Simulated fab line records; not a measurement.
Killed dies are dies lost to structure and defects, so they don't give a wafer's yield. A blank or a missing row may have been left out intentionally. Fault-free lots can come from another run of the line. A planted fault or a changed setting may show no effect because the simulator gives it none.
Matching of chambers + flow nandHarc + NHARC_A_STAIRCASE_CMP_472 on cmp-03: 4 sister chambers
The step polishes SiO2. 4 wafers are shown with their chamber, then 8 later ones without.

WAFERS, EACH WITH ITS CHAMBER
| wafer  | chamber | motorCurrentA (A) |
|--------|---------|-------------------|
| L086.2 | 0       | 10.6              |
| L086.3 | 3       | 12.4              |
| L090.5 | 1       | 11.1              |
| L089.1 | 2       | 11.0              |

WAFERS WITH NO CHAMBER GIVEN
| wafer  | motorCurrentA (A) |
|--------|-------------------|
| L089.3 | 10.6              |
| L089.6 | 10.6              |
| L092.2 | 11.0              |
| L092.5 | 10.3              |
| L092.6 | 13.0              |
| L094.3 | 12.7              |
| L094.4 | 11.5              |
| L094.6 | 10.5              |

WHICH CHAMBER EACH WENT THROUGH
| wafer  | from the rows above               | in truth |
|--------|-----------------------------------|----------|
| L089.3 | can't be placed: 0 or 2 or 1      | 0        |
| L089.6 | can't be placed: 0 or 2 or 1      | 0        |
| L092.2 | can't be placed: 2 or 1 or 0      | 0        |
| L092.5 | can't be placed: 0 or 2 or 1      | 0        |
| L092.6 | 3                                 | 3        |
| L094.3 | 3                                 | 3        |
| L094.4 | can't be placed: 1 or 2 or 0 or 3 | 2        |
| L094.6 | can't be placed: 0 or 2 or 1      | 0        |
Correct placement for 2 of the 8. From these rows, 6 cannot be placed; in 6 the true chamber is one of the candidates. Number placed wrongly: 0.
How it was worked out, from the rows above alone: a wafer's distance from a chamber is the root of the sum, over the readings, of the square of ((its reading less the chamber's mean) divided by the reading's scatter). If the next closest chamber is less than 2 further off than the closest, the wafer can't be placed; otherwise it belongs to the closest. The mean given for a chamber averages the wafers shown for that chamber. The scatter: with one shown wafer a chamber, the root of the mean of the squares of how far each hidden wafer lies from its nearest shown one.
